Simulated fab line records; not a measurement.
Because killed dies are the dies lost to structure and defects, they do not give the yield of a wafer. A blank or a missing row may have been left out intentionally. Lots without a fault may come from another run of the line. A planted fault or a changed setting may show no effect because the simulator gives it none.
fab line records | flow nand-harc
record lots=6 | wafers=18 | last-day=32
route steps=1302 shown THIN_TSV@1285 END@1301
lots that met no fault: from a run of the same line without faults
start-h: hours from the record's first day to the start of the lot's first wafer shown | wait-h: hours elapsed since this lot's preceding step | " unchanged from the row above | L1.1+2: a single row standing in for several wafers | - no value, or no start given | * or withheld: withheld | < > ~ a bound
route shown NAME@n: NAME is a module with steps in the file, n the number in the route of the first one | usual: mean/standard deviation taken from wafers without a fault | same: alike in all rows | chamber/n: place in a boat | sites: each site's reading | _std_site: standard deviation of those values | _edge_site: the outer-site mean with the inner-site mean subtracted | radius-mm: how far each site lies from the wafer's centre | mask NAME#n: copy n | behind: the most recent tool/chamber to have shaped the wafer | hold: why the lot went on hold/how many hours it stayed there/how the hold came to an end | device: which transistor (n, p or np) failed to switch | end of line: the same wafers' tests at the end of the route | a step with no rows: only its recipe | killed: not the wafer's yield, but the dies lost to structure and defects at the first sort | map: a wafer's dies, x killed, . not, _ none there
set.NAME: setting as actually run; set.NAME@STEP: the setting as run at that earlier step | model.NAME: the simulator's own value behind a step, which no gauge read
a table for each step, a row for each wafer; lots at some steps of the route
services: from which hour (start-h, from the record's first day; less than 0 if before it) a tool's chamber was out of use, for how many hours, and why
## steps
# step NHARC_THIN_TSV_COAT_27
# recipe spin-rpm=*
# step NHARC_THIN_TSV_SOFTBAKE_28
# recipe temp-c=122 | time-s=95
# step NHARC_THIN_TSV_EBR_29
# step NHARC_THIN_TSV_EXPOSE_30
# recipe na=0.55 | dose-mj=11.47 | mask-id=PAD
# step NHARC_THIN_TSV_PEB_31
# recipe peb-temp-c=118 | peb-time-s=85
# step NHARC_THIN_TSV_DEVELOP_32
# recipe time-s=70
# step NHARC_THIN_TSV_CD_MEAS_33
# recipe target-cd-nm=5000 | landing-energy-ev=500
# usual cd-nm=4999.5/2.1
lot.wafer | tool      | chamber | start-h | wait-h | cd-nm
L484.4    | cd-sem-03 | 0       | 609.09  | -      | 4999.8
L484.5    | "         | 0       | "       | "      | 4999.1
L484.6    | "         | 0       | "       | "      | 5000.8
L493.2    | cd-sem-01 | 0       | 692.03  | -      | 4998.9
L493.4    | "         | 0       | "       | "      | 5001.2
L493.5    | "         | 0       | "       | "      | 4999.2
L494.2    | cd-sem-03 | 0       | 701.01  | -      | 4997.9
L494.3    | "         | 0       | "       | "      | 4998.0
L494.6    | "         | 0       | "       | "      | 4996.6
L495.1    | cd-sem-03 | 0       | 705.95  | -      | 4994.9
L495.4    | "         | 0       | "       | "      | 4998.7
L495.5    | "         | 0       | "       | "      | 4997.8
L501.1    | cd-sem-03 | 0       | 764.19  | -      | 5001.0
L501.5    | "         | 0       | "       | "      | 5001.9
L501.6    | "         | 0       | "       | "      | 5001.7
L500.1    | cd-sem-01 | 0       | 765.45  | -      | 4996.6
L500.3    | "         | 0       | "       | "      | 4999.0
L500.6    | "         | 0       | "       | "      | 4999.9
# step NHARC_THIN_TSV_HARDBAKE_34
# recipe temp-c=125 | time-s=80
# step NHARC_THIN_TSV_DESCUM_35
# recipe time-s=3 | o2-flow-sccm=200 | ar-flow-sccm=0 | bias-power-w=0 | chemistry=O2
# usual drypump-motor-current-A=5.6/0.65 | oes-product-au=0.997/0.011 | rf-vpp-V=57.8/0.91 | showerhead-plenum-p-Torr=1.93/0.062 | throttle-valve-pct=11.312/0.0085
lot.wafer | tool        | chamber | start-h | wait-h | drypump-motor-current-A | oes-product-au | rf-hours-counter-h | rf-vpp-V | showerhead-plenum-p-Torr | throttle-valve-pct
L484.4    | rie-diel-10 | 0       | 609.24  | -      | 5.5                     | 0.977          | 0.1                | 57.6     | 1.90                     | 11.313
L484.5    | "           | 0       | "       | "      | 5.5                     | 0.984          | -                  | 56.6     | 1.90                     | 11.311
L484.6    | "           | 1       | "       | "      | 6.4                     | 0.994          | -                  | 56.7     | 1.95                     | 11.318
L493.2    | rie-diel-10 | 0       | 692.20  | -      | 5.5                     | 0.983          | 3.9                | 57.4     | 1.90                     | 11.311
L493.4    | "           | 1       | "       | "      | 6.4                     | 0.992          | 4.2                | 58.8     | 1.95                     | 11.310
L493.5    | "           | 0       | "       | "      | 5.5                     | 0.994          | -                  | 58.9     | 1.90                     | 11.302
L494.3    | rie-diel-08 | 3       | 701.17  | -      | 5.8                     | 1.008          | 10.5               | 57.9     | 1.98                     | 11.310
L494.2    | "           | 0       | "       | "      | 4.8                     | 1.023          | 9.7                | 58.0     | 1.79                     | 11.298
L494.6    | "           | 0       | "       | "      | 4.9                     | 1.028          | -                  | 55.7     | 1.79                     | 11.317
L495.4    | rie-diel-10 | 3       | 706.11  | -      | 4.7                     | 1.000          | 4.0                | 57.4     | 1.98                     | 11.304
L495.1    | "           | 0       | "       | "      | 5.5                     | 0.979          | 4.8                | 56.1     | 1.90                     | 11.303
L495.5    | "           | 0       | "       | "      | 5.5                     | 0.969          | -                  | 56.6     | 1.90                     | 11.306
L501.1    | rie-diel-08 | 3       | 764.37  | -      | 5.7                     | 1.002          | 1.5                | 57.2     | 1.98                     | 11.313
L501.5    | "           | 1       | "       | "      | 4.9                     | 1.002          | -                  | 57.5     | 2.05                     | 11.310
L501.6    | "           | 2       | "       | "      | 5.0                     | 1.009          | -                  | 56.9     | 1.94                     | 11.315
L500.1    | rie-diel-07 | 0       | 765.61  | -      | 6.7                     | 0.994          | 4.9                | 56.3     | 1.89                     | 11.323
L500.3    | "           | 1       | "       | "      | 5.1                     | 0.998          | 4.0                | 57.5     | 1.88                     | 11.308
L500.6    | "           | 1       | "       | "      | 5.1                     | 1.007          | -                  | 56.7     | 1.88                     | 11.305
# step NHARC_THIN_TSV_ETCH_59
# recipe target-depth-a=8800 | icp-w=900 | bias-w=100 | Cl2_flow_sccm=60 | bcl3-flow-sccm=30 | time-s=138.1 | chemistry=Cl2/BCl3
# usual drypump-motor-current-A=5.9/0.58 | oes-product-au=1.002/0.0084 | rf-fwd-power-W=895.4/2.8 | throttle-valve-pct=22.263/0.0086
lot.wafer | tool         | chamber | start-h | wait-h | drypump-motor-current-A | oes-product-au | rf-fwd-power-W | rf-hours-counter-h | throttle-valve-pct
L484.4    | rie-metal-02 | 1       | 609.48  | 0.2    | 5.3                     | 0.980          | 895.9          | -                  | 22.250
L484.6    | "            | 0       | "       | "      | 5.1                     | 1.008          | 895.1          | -                  | 22.268
L484.5    | "            | 1       | "       | "      | 5.3                     | 0.991          | 898.5          | -                  | 22.256
L493.2    | rie-metal-02 | 0       | 692.32  | 0.1    | 5.2                     | 1.010          | 897.4          | 1.2                | 22.247
L493.4    | "            | 1       | "       | "      | 5.3                     | 1.001          | 896.5          | -                  | 22.269
L493.5    | "            | 0       | "       | "      | 5.1                     | 1.010          | 896.6          | -                  | 22.272
L494.2    | rie-metal-01 | 1       | 701.33  | 0.1    | 6.7                     | 0.992          | 896.1          | 1.7                | 22.256
L494.3    | "            | 0       | "       | "      | 6.2                     | 0.998          | 894.7          | -                  | 22.269
L494.6    | "            | 1       | "       | "      | 6.7                     | 0.997          | 894.8          | -                  | 22.251
L495.1    | rie-metal-03 | 0       | 706.28  | 0.1    | 6.1                     | 1.006          | 894.0          | 0.0                | 22.263
L495.4    | "            | 1       | "       | "      | 6.5                     | 0.997          | 896.4          | -                  | 22.267
L495.5    | "            | 0       | "       | "      | 6.1                     | 1.015          | 895.5          | -                  | 22.275
L501.1    | rie-metal-02 | 1       | 764.51  | 0.1    | 5.3                     | 0.992          | 899.6          | 2.4                | 22.260
L501.5    | "            | 0       | "       | "      | 5.2                     | 1.008          | 895.2          | -                  | 22.266
L501.6    | "            | 1       | "       | "      | 5.3                     | 0.994          | 897.5          | -                  | 22.251
L500.1    | rie-metal-01 | 1       | 765.74  | 0.1    | 6.7                     | 1.001          | 892.2          | 0.1                | 22.248
L500.3    | "            | 0       | "       | "      | 6.2                     | 0.997          | 893.1          | -                  | 22.259
L500.6    | "            | 1       | "       | "      | 6.7                     | 1.004          | 892.2          | -                  | 22.266
# step NHARC_THIN_TSV_ETCH_36
# recipe target-depth-a=650 | over-etch-frac=0.3 | time-s=18.571 | ion-energy-ev=150 | chemistry=Cl2/BCl3
# usual drypump-motor-current-A=5.9/0.58 | oes-product-au=1.002/0.0088
lot.wafer | tool         | chamber | start-h | wait-h | drypump-motor-current-A | oes-product-au | rf-hours-counter-h
L484.4    | rie-metal-02 | 1       | 609.64  | 0.1    | 5.3                     | 1.002          | -
L484.6    | "            | 1       | "       | "      | 5.3                     | 0.998          | -
L484.5    | "            | 0       | "       | "      | 5.1                     | 1.006          | -
L493.2    | rie-metal-02 | 1       | 692.58  | 0.2    | 5.3                     | 1.009          | 1.3
L493.4    | "            | 1       | "       | "      | 5.3                     | 1.000          | -
L493.5    | "            | 0       | "       | "      | 5.2                     | 1.018          | -
L494.2    | rie-metal-01 | 0       | 701.56  | 0.2    | 6.2                     | 0.998          | 1.9
L494.3    | "            | 0       | "       | "      | 6.2                     | 0.996          | -
L494.6    | "            | 0       | "       | "      | 6.2                     | 1.005          | -
L495.1    | rie-metal-03 | 1       | 706.50  | 0.2    | 6.5                     | 0.984          | 0.2
L495.4    | "            | 1       | "       | "      | 6.6                     | 0.980          | -
L495.5    | "            | 1       | "       | "      | 6.5                     | 0.988          | -
L501.1    | rie-metal-02 | 0       | 764.73  | 0.2    | 5.1                     | 0.997          | 2.6
L501.5    | "            | 0       | "       | "      | 5.1                     | 0.999          | -
L501.6    | "            | 1       | "       | "      | 5.3                     | 0.984          | -
L500.1    | rie-metal-01 | 1       | 766.00  | 0.2    | 6.6                     | 0.994          | 0.2
L500.3    | "            | 1       | "       | "      | 6.6                     | 0.995          | -
L500.6    | "            | 0       | "       | "      | 6.2                     | 0.996          | -
# step NHARC_THIN_TSV_STRIP_56
# recipe power-w=1500 | temp-c=250 | chemistry=O2
# usual drypump-motor-current-A=5.44/0.28 | heater-power-w=326/33
lot.wafer | tool            | chamber | start-h | wait-h | drypump-motor-current-A | heater-power-w | rf-hours-counter-h
L484.4    | plasma-asher-01 | 1       | 609.82  | 0.2    | 4.94                    | 326            | -
L484.6    | "               | 1       | "       | "      | 4.95                    | 322            | -
L484.5    | "               | 0       | "       | "      | 5.79                    | 375            | -
L493.2    | plasma-asher-02 | 1       | 692.73  | 0.1    | 5.44                    | 286            | 14
L493.4    | "               | 0       | "       | "      | 5.61                    | 321            | -
L493.5    | "               | 1       | "       | "      | 5.40                    | 291            | -
L494.2    | plasma-asher-02 | 0       | 701.69  | 0.1    | 5.59                    | 322            | 16
L494.3    | "               | 1       | "       | "      | 5.40                    | 293            | -
L494.6    | "               | 1       | "       | "      | 5.40                    | 287            | -
L495.1    | plasma-asher-02 | 0       | 706.60  | 0.1    | 5.57                    | 321            | 17
L495.4    | "               | 1       | "       | "      | 5.43                    | 288            | -
L495.5    | "               | 0       | "       | "      | 5.57                    | 328            | -
L501.1    | plasma-asher-01 | 1       | 764.88  | 0.1    | 4.92                    | 333            | 2
L501.6    | "               | 0       | "       | "      | 5.79                    | 398            | -
L501.5    | "               | 1       | "       | "      | 4.93                    | 322            | -
L500.1    | plasma-asher-01 | 1       | 766.14  | 0.1    | 4.94                    | 336            | 2
L500.3    | "               | 1       | "       | "      | 4.95                    | 334            | -
L500.6    | "               | 0       | "       | "      | 5.78                    | 405            | -
# step NHARC_THIN_TSV_STRIP_57
# recipe time-s=1200 | temp-c=72.5 | chemistry=post-etch-residue-remover
# usual bath-guard-temp-C=72.2/0.59
lot.wafer | tool         | chamber | start-h | wait-h | bath-guard-temp-C
L484.4    | wet-bench-10 | 4       | 610.08  | 0.2    | 72.0
L484.5    | "            | 6       | "       | "      | 71.5
L484.6    | "            | 1       | "       | "      | 73.2
L493.5    | wet-bench-08 | 5       | 693.04  | 0.1    | 72.4
L493.2    | "            | 6       | "       | "      | 72.7
L493.4    | "            | 0       | "       | "      | 73.1
L494.6    | wet-bench-08 | 6       | 702.00  | 0.1    | 73.1
L494.2    | "            | 0       | "       | "      | 72.7
L494.3    | "            | 1       | "       | "      | 71.0
L495.5    | wet-bench-08 | 2       | 706.95  | 0.1    | 71.7
L495.4    | "            | 4       | "       | "      | 71.5
L495.1    | "            | 6       | "       | "      | 73.1
L501.1    | wet-bench-10 | 5       | 765.19  | 0.3    | 72.1
L501.6    | "            | 7       | "       | "      | 71.8
L501.5    | "            | 1       | "       | "      | 73.0
L500.1    | wet-bench-10 | 3       | 766.46  | 0.3    | 72.0
L500.6    | "            | 4       | "       | "      | 72.2
L500.3    | "            | 6       | "       | "      | 71.3
# step NHARC_THIN_TSV_CD_MEAS_37
# usual cd-nm=5000/3.3
lot.wafer | tool      | chamber | start-h | wait-h | cd-nm
L484.4    | cd-sem-01 | -       | 610.54  | -      | 4997
L484.5    | "         | -       | "       | "      | 4997
L484.6    | "         | -       | "       | "      | 5002
L493.2    | cd-sem-01 | -       | 693.48  | -      | 5001
L493.4    | "         | -       | "       | "      | 5000
L493.5    | "         | -       | "       | "      | 5002
L494.2    | cd-sem-01 | -       | 702.45  | -      | 5000
L494.3    | "         | -       | "       | "      | 4998
L494.6    | "         | -       | "       | "      | 4996
L495.1    | cd-sem-03 | -       | 707.40  | -      | 4996
L495.4    | "         | -       | "       | "      | 5000
L495.5    | "         | -       | "       | "      | 4997
L501.1    | cd-sem-02 | -       | 765.63  | -      | 5002
L501.5    | "         | -       | "       | "      | 5002
L501.6    | "         | -       | "       | "      | 5001
L500.1    | cd-sem-01 | -       | 766.89  | -      | 4997
L500.3    | "         | -       | "       | "      | 4998
L500.6    | "         | -       | "       | "      | 4999
# step NHARC_THIN_TSV_ANNEAL_58
# recipe temp-c=400 | time-s=1800
# step NHARC_THIN_TSV_INSPECT_40
# usual raw-defect-count=551/97
lot.wafer | tool              | chamber | start-h | wait-h | raw-defect-count
L484.4    | defect-inspect-01 | -       | 615.19  | 0.4    | 602
L484.5    | "                 | -       | "       | "      | 722
L484.6    | "                 | -       | "       | "      | 763
L493.2    | defect-inspect-02 | -       | 698.03  | 0.4    | 552
L493.4    | "                 | -       | "       | "      | 490
L493.5    | "                 | -       | "       | "      | 475
L494.2    | defect-inspect-01 | -       | 707.04  | 0.4    | 449
L494.3    | "                 | -       | "       | "      | 431
L494.6    | "                 | -       | "       | "      | 448
L495.1    | defect-inspect-01 | -       | 712.08  | 0.4    | 568
L495.4    | "                 | -       | "       | "      | 529
L495.5    | "                 | -       | "       | "      | 686
L501.1    | defect-inspect-02 | -       | 770.12  | 0.4    | 1136
L501.5    | "                 | -       | "       | "      | 1035
L501.6    | "                 | -       | "       | "      | 1085
L500.1    | defect-inspect-01 | -       | 770.12  | 0.4    | 994
L500.3    | "                 | -       | "       | "      | 1043
L500.6    | "                 | -       | "       | "      | 1009
# step NHARC_END_WLT_00
# usual VT_DECK1_BOTTOM=0.869/0.0067 | VT_DECK1_BOTTOM_INNER=0.870/0.007 | VT_DECK1_MEDIAN_NEAR_BOTTOM=0.871/0.0061 | VT_DECK1_MEDIAN_NEAR_BOTTOM_INNER=0.871/0.0072 | VT_DECK1_MIDDLE=0.884/0.0061 | VT_DECK1_MIDDLE_INNER=0.884/0.0067 | VT_DECK1_TOP=0.896/0.0068 | VT_DECK1_TOP_INNER=0.896/0.0071 | VT_DECK2_BOTTOM=0.869/0.0071 | VT_DECK2_BOTTOM_INNER=0.869/0.0066 | VT_DECK2_MEDIAN_NEAR_BOTTOM=0.870/0.0067 | VT_DECK2_MEDIAN_NEAR_BOTTOM_INNER=0.871/0.0076 | VT_DECK2_MIDDLE=0.882/0.0074 | VT_DECK2_MIDDLE_INNER=0.881/0.0073 | VT_DECK2_TOP=0.893/0.0073 | VT_DECK2_TOP_INNER=0.894/0.0076
lot.wafer | tool      | chamber | start-h | wait-h | VT_DECK1_BOTTOM | VT_DECK1_BOTTOM_INNER | VT_DECK1_MEDIAN_NEAR_BOTTOM | VT_DECK1_MEDIAN_NEAR_BOTTOM_INNER | VT_DECK1_MIDDLE | VT_DECK1_MIDDLE_INNER | VT_DECK1_TOP | VT_DECK1_TOP_INNER | VT_DECK2_BOTTOM | VT_DECK2_BOTTOM_INNER | VT_DECK2_MEDIAN_NEAR_BOTTOM | VT_DECK2_MEDIAN_NEAR_BOTTOM_INNER | VT_DECK2_MIDDLE | VT_DECK2_MIDDLE_INNER | VT_DECK2_TOP | VT_DECK2_TOP_INNER
L484.4    | prober-02 | -       | 616.72  | 1.5    | 0.867           | 0.873                 | 0.876                       | 0.873                             | 0.884           | 0.886                 | 0.893        | 0.896              | 0.870           | 0.869                 | 0.869                       | 0.869                             | 0.885           | 0.881                 | 0.892        | 0.892
L484.5    | "         | -       | "       | "      | 0.861           | 0.869                 | 0.871                       | 0.872                             | 0.877           | 0.884                 | 0.901        | 0.900              | 0.861           | 0.868                 | 0.867                       | 0.869                             | 0.887           | 0.882                 | 0.903        | 0.898
L484.6    | "         | -       | "       | "      | 0.875           | 0.879                 | 0.867                       | 0.868                             | 0.891           | 0.887                 | 0.895        | 0.893              | 0.875           | 0.872                 | 0.858                       | 0.869                             | 0.886           | 0.884                 | 0.900        | 0.898
L493.2    | prober-02 | -       | 698.59  | 0.6    | 0.877           | 0.880                 | 0.873                       | 0.881                             | 0.897           | 0.888                 | 0.903        | 0.906              | 0.864           | 0.872                 | 0.864                       | 0.873                             | 0.890           | 0.883                 | 0.895        | 0.896
L493.4    | "         | -       | 699.59  | 1.6    | 0.877           | 0.869                 | 0.878                       | 0.868                             | 0.890           | 0.893                 | 0.896        | 0.907              | 0.864           | 0.869                 | 0.870                       | 0.871                             | 0.878           | 0.882                 | 0.895        | 0.891
L493.5    | "         | -       | "       | "      | 0.874           | 0.880                 | 0.880                       | 0.885                             | 0.896           | 0.887                 | 0.901        | 0.903              | 0.866           | 0.863                 | 0.868                       | 0.863                             | 0.885           | 0.885                 | 0.887        | 0.894
L494.2    | prober-01 | -       | 707.59  | 0.5    | 0.873           | 0.878                 | 0.872                       | 0.880                             | 0.888           | 0.881                 | 0.893        | 0.897              | 0.864           | 0.871                 | 0.867                       | 0.874                             | 0.888           | 0.878                 | 0.893        | 0.905
L494.3    | "         | -       | "       | "      | 0.862           | 0.864                 | 0.868                       | 0.861                             | 0.890           | 0.875                 | 0.898        | 0.901              | 0.871           | 0.879                 | 0.876                       | 0.877                             | 0.872           | 0.881                 | 0.894        | 0.890
L494.6    | "         | -       | 709.61  | 2.6    | 0.877           | 0.868                 | 0.869                       | 0.865                             | 0.893           | 0.888                 | 0.897        | 0.896              | 0.871           | 0.874                 | 0.871                       | 0.870                             | 0.887           | 0.877                 | 0.892        | 0.896
L495.1    | prober-02 | -       | 712.14  | 0.1    | 0.869           | 0.876                 | 0.871                       | 0.866                             | 0.892           | 0.882                 | 0.906        | 0.904              | 0.871           | 0.869                 | 0.876                       | 0.875                             | 0.890           | 0.881                 | 0.901        | 0.898
L495.4    | "         | -       | 713.64  | 1.6    | 0.870           | 0.877                 | 0.876                       | 0.874                             | 0.888           | 0.887                 | 0.902        | 0.911              | 0.868           | 0.881                 | 0.876                       | 0.872                             | 0.890           | 0.878                 | 0.900        | 0.899
L495.5    | "         | -       | "       | "      | 0.878           | 0.875                 | 0.876                       | 0.871                             | 0.886           | 0.890                 | 0.904        | 0.902              | 0.871           | 0.864                 | 0.863                       | 0.871                             | 0.883           | 0.874                 | 0.896        | 0.894
L500.1    | prober-01 | -       | 770.17  | 0.0    | 0.862           | 0.858                 | 0.861                       | 0.865                             | 0.877           | 0.883                 | 0.900        | 0.890              | 0.854           | 0.855                 | 0.858                       | 0.856                             | 0.866           | 0.873                 | 0.885        | 0.880
L500.3    | "         | -       | 771.19  | 1.1    | 0.863           | 0.873                 | 0.874                       | 0.869                             | 0.889           | 0.880                 | 0.886        | 0.890              | 0.855           | 0.862                 | 0.859                       | 0.873                             | 0.869           | 0.871                 | 0.886        | 0.883
L500.6    | "         | -       | 772.71  | 2.6    | 0.860           | 0.869                 | 0.869                       | 0.865                             | 0.876           | 0.879                 | 0.895        | 0.895              | 0.859           | 0.855                 | 0.857                       | 0.862                             | 0.873           | 0.862                 | 0.881        | 0.884
L501.1    | prober-02 | -       | 770.18  | 0.1    | 0.872           | 0.878                 | 0.875                       | 0.876                             | 0.897           | 0.887                 | 0.903        | 0.913              | 0.858           | 0.858                 | 0.861                       | 0.862                             | 0.871           | 0.872                 | 0.889        | 0.888
L501.5    | "         | -       | 772.17  | 2.0    | 0.883           | 0.882                 | 0.881                       | 0.877                             | 0.885           | 0.886                 | 0.915        | 0.900              | 0.853           | 0.854                 | 0.864                       | 0.849                             | 0.872           | 0.867                 | 0.879        | 0.876
L501.6    | "         | -       | "       | "      | 0.874           | 0.877                 | 0.879                       | 0.878                             | 0.901           | 0.894                 | 0.903        | 0.907              | 0.850           | 0.851                 | 0.858                       | 0.852                             | 0.868           | 0.873                 | 0.879        | 0.884
# step NHARC_END_SORT_01
# recipe temp-c=25
# usual defect-limited-yield=91.1/2.9 | killed-at-array=55/19 | killed-at-other=0.8/1.1 | killed-at-periphery=4.0/2.6 | killed-dies=60/20 | killed-open=3.4/1.7 | killed-short=2.6/1.5
# same gross-dies=677
lot.wafer | tool      | chamber | start-h | wait-h | defect-limited-yield[%] | killed-at-array | killed-at-other | killed-at-periphery | killed-dies | killed-open | killed-short
L494.2    | prober-01 | 0       | 710.91  | 2.8    | 91.4                    | 53              | 0               | 5                   | 58          | 3           | 2
L494.3    | prober-01 | 0       | 711.71  | 3.1    | 93.4                    | 39              | 0               | 6                   | 45          | 5           | 0
L494.6    | prober-01 | 0       | 714.12  | 4.0    | 92.8                    | 42              | 0               | 7                   | 49          | 4           | 2
L495.1    | prober-02 | 0       | 715.14  | 2.5    | 87.9                    | 72              | 2               | 8                   | 82          | 7           | 2
L495.4    | prober-02 | 0       | 717.53  | 3.4    | 90.8                    | 52              | 4               | 6                   | 62          | 4           | 4
L495.5    | prober-02 | 0       | 718.32  | 3.7    | 89.4                    | 59              | 1               | 12                  | 72          | 5           | 1
L501.1    | prober-02 | 0       | 773.16  | 2.5    | 82.9                    | 61              | 54              | 1                   | 116         | 2           | 1
L501.5    | prober-02 | 0       | 776.33  | 3.7    | 86.6                    | 52              | 38              | 1                   | 91          | 4           | 4
L501.6    | prober-02 | 0       | 777.12  | 4.0    | 80.4                    | 55              | 76              | 2                   | 133         | 5           | 1
L500.1    | prober-01 | 0       | 773.22  | 2.5    | 79.8                    | 49              | 81              | 7                   | 137         | 3           | 3
L500.3    | prober-01 | 0       | 774.81  | 3.1    | 84.8                    | 57              | 37              | 9                   | 103         | 4           | 3
L500.6    | prober-01 | 0       | 777.20  | 4.0    | 79.8                    | 41              | 88              | 8                   | 137         | 3           | 2
# killed by level:class
L494.2 A_SLIT:chamber-film-flake=32 A_CHANNEL_HOLE_D1:chamber-film-flake=9 A_STAIRCASE:chamber-film-flake=3 P_ZERO_WELL:chamber-film-flake=2 P_GATE:chamber-film-flake=2 A_DECK1_JOINT:chamber-film-flake=2 A_CHANNEL_FILL_D2:chamber-film-flake=2 A_SOURCE_PLATE:geometric-particle:short=1
L494.3 A_SLIT:chamber-film-flake=26 A_STAIRCASE:chamber-film-flake=5 P_ZERO_WELL:chamber-film-flake=4 A_CHANNEL_FILL_D1:geometric-particle:open=2 P_BONDPAD:chamber-film-flake=2 A_ONON_D1:geometric-particle:open=1 A_CONTACT:geometric-particle:open=1 A_BLC:geometric-particle:open=1
L494.6 A_SLIT:chamber-film-flake=30 P_BONDPAD:chamber-film-flake=4 A_CHANNEL_HOLE_D1:chamber-film-flake=4 P_ZERO_WELL:chamber-film-flake=3 A_ONON_D1:geometric-particle:short=2 A_STAIRCASE:chamber-film-flake=2 A_ONON_D2:geometric-particle:open=1 A_CHANNEL_HOLE_D2:geometric-particle:open=1
L495.1 A_SLIT:chamber-film-flake=21 A_CHANNEL_HOLE_D1:chamber-film-flake=15 A_CHANNEL_HOLE_D2:chamber-film-flake=10 A_CONTACT:chamber-film-flake=6 A_BONDPAD:chamber-film-flake=6 P_BONDPAD:chamber-film-flake=4 A_CHANNEL_FILL_D1:chamber-film-flake=3 A_ONON_D2:geometric-particle:open=2
L495.4 A_SLIT:chamber-film-flake=24 A_CHANNEL_HOLE_D1:chamber-film-flake=6 A_BONDPAD:chamber-film-flake=5 A_CONTACT:chamber-film-flake=4 THIN_TSV:chamber-film-flake=4 A_CHANNEL_FILL_D1:chamber-film-flake=3 A_WL_FILL:geometric-particle:short=2 P_STI:chamber-film-flake=2
L495.5 A_SLIT:chamber-film-flake=33 P_BONDPAD:chamber-film-flake=5 A_CHANNEL_HOLE_D1:chamber-film-flake=5 P_STI:chamber-film-flake=4 A_CHANNEL_FILL_D1:chamber-film-flake=3 A_CHANNEL_HOLE_D2:chamber-film-flake=3 A_CONTACT:chamber-film-flake=3 A_BLC:geometric-particle:open=2
L501.1 THIN_TSV:unspecified=53 A_CHANNEL_HOLE_D2:chamber-film-flake=24 A_CHANNEL_HOLE_D1:chamber-film-flake=9 A_CONTACT:chamber-film-flake=9 A_SLIT:chamber-film-flake=8 A_STAIRCASE:chamber-film-flake=5 A_WL_FILL:chamber-film-flake=4 A_ONON_D1:geometric-particle:short=1
L500.1 THIN_TSV:unspecified=81 A_SLIT:chamber-film-flake=29 A_CONTACT:chamber-film-flake=6 P_STI:chamber-film-flake=5 A_ZERO_WELL:chamber-film-flake=2 A_CHANNEL_HOLE_D1:unspecified=2 A_WL_FILL:chamber-film-flake=2 P_M0:geometric-particle:open=1
L500.3 A_SLIT:chamber-film-flake=35 THIN_TSV:unspecified=35 A_CONTACT:chamber-film-flake=12 P_STI:chamber-film-flake=5 P_GATE:chamber-film-flake=2 THIN_TSV:chamber-film-flake=2 P_GATE:geometric-particle:open=1 P_M0:geometric-particle:open=1
L501.5 THIN_TSV:unspecified=38 A_CHANNEL_HOLE_D2:chamber-film-flake=14 A_CONTACT:chamber-film-flake=10 A_CHANNEL_HOLE_D1:chamber-film-flake=8 A_SLIT:chamber-film-flake=6 A_STAIRCASE:chamber-film-flake=4 A_ONON_D1:geometric-particle:short=1 A_DECK1_JOINT:geometric-particle:short=1
L501.6 THIN_TSV:unspecified=75 A_CHANNEL_HOLE_D2:chamber-film-flake=17 A_CONTACT:chamber-film-flake=12 A_CHANNEL_HOLE_D1:chamber-film-flake=9 A_STAIRCASE:chamber-film-flake=6 A_SLIT:chamber-film-flake=6 P_M0:geometric-particle:open=2 A_ONON_D2:geometric-particle:open=1
L500.6 THIN_TSV:unspecified=84 A_SLIT:chamber-film-flake=31 P_STI:chamber-film-flake=6 A_CONTACT:chamber-film-flake=3 THIN_TSV:chamber-film-flake=3 P_GATE:chamber-film-flake=2 A_CHANNEL_FILL_D1:geometric-particle:open=1 A_ONON_D2:geometric-particle:short=1
# map L500.1 (x killed, . not)
____________.____________
_________......._________
_______x.........x_______
______........xxxxx______
_____..........xxxxx_____
____.........xxxxxxxx____
____.........xxxxxxxx____
___........x.xxxxxxxx.___
___......x..xxxxxxxxxx___
__...x..x...xxxxxxxxx..__
__........x....xxxxxx..__
_.............xxxxxxxx.x_
_...x..xx.....xxxxx.xxx._
_.............xx..x....._
_.............x...x....._
_...............xx......_
........................x
.........................
...x...x...............x.
x........................
.......x.................
_..x...............x...._
_.....x..........x...x.._
_......................._
_x......................_
_......x................_
__..x..................__
__.x.xx..x.............__
___x.xx...............___
___xxxxxx..........x..___
____xxxx........x....____
____xxxxx............____
_____x.x............_____
______xx.x.........______
_______..........._______
_________......x_________
____________.____________
# map L501.6 (x killed, . not)
____________.____________
_________......._________
_______..........._______
______.............______
_____..............._____
____.................____
____.................____
___...xx...........x..___
___...................___
__...............x.....__
__.....................__
_...............x......._
_......................._
_........x.............._
_.......x.x............._
_..x...xxx......x......._
x....xxx.xxx.x..x........
...x.xxxxx.x.....x...x...
.x..xxxxxxx......x.......
....xxxxxx...............
.xxxxxxxxxx..............
_xxxxxxxxx.............._
_xxxxxxxxx.............._
_xxxxxxxxx.............._
_x.xxxxxxx.............._
_x.xxxxxxxx............._
__.xxxxxxx.x........xx.__
__..xxxxx..............__
___.xxx...............___
___..xx........xx.....___
____x.x...x..........____
____........xx..x....____
_____.........xx...._____
______.....x.......______
_______..........._______
_________.....x._________
____________x____________
## services
tool            | chamber | start-h | hours | kind
rie-diel-10     | -       | 596.50  | 9.0   | pm
rie-metal-01    | 0       | 602.11  | 4.3   | repair
plasma-asher-02 | -       | 603.00  | 9.0   | pm
rie-diel-08     | -       | 627.54  | 1.7   | repair
rie-diel-08     | 1       | 630.71  | 1.6   | repair
rie-metal-02    | -       | 631.00  | 9.0   | pm
rie-metal-02    | 0       | 631.00  | 9.0   | vent-cycle
rie-metal-02    | 1       | 631.00  | 9.0   | vent-cycle
rie-metal-02    | 0       | 640.00  | -     | clean
rie-metal-02    | 1       | 640.00  | -     | clean
wet-bench-08    | -       | 646.40  | 8.0   | pm
rie-diel-07     | -       | 648.22  | 9.0   | pm
wet-bench-10    | -       | 663.20  | 8.0   | pm
rie-diel-08     | 2       | 667.53  | 13.4  | repair
rie-diel-10     | -       | 694.41  | 0.3   | repair
rie-metal-03    | -       | 696.00  | 9.0   | pm
rie-diel-10     | 3       | 717.42  | 5.0   | repair
rie-diel-08     | -       | 721.80  | 9.0   | pm
wet-bench-08    | -       | 731.04  | 1.8   | repair
rie-diel-07     | 3       | 735.58  | 6.3   | repair
plasma-asher-01 | -       | 743.83  | 9.0   | pm
wet-bench-08    | -       | 748.76  | 3.0   | repair
rie-metal-01    | -       | 752.00  | 9.0   | pm
plasma-asher-01 | -       | 759.84  | 3.2   | repair
## key
first-sign step=NHARC_THIN_TSV_INSPECT_40 | reading=raw-defect-count | direction=up | sigmas=5.2 | usual=551 | struck=1050
effect step=NHARC_END_SORT_01 | reading=killed-at-other | direction=up | sigmas=55 | usual=0.8 | struck=62.3
more-kills-born-at NHARC_THIN_TSV_STRIP_57@wet-bench-10=366
met-at NHARC_THIN_TSV_STRIP_57
struck-wafers L500.1,L500.3,L500.6,L501.1,L501.5,L501.6
onset-between 610.08 765.19
also-fits time
fault kind=chamber-particle-source | tool=wet-bench-10 | chamber=- | onset-h=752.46 | steps=NHARC_THIN_TSV_STRIP_57 | rate-per-visit-cm2=0.83337 | end-h=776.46
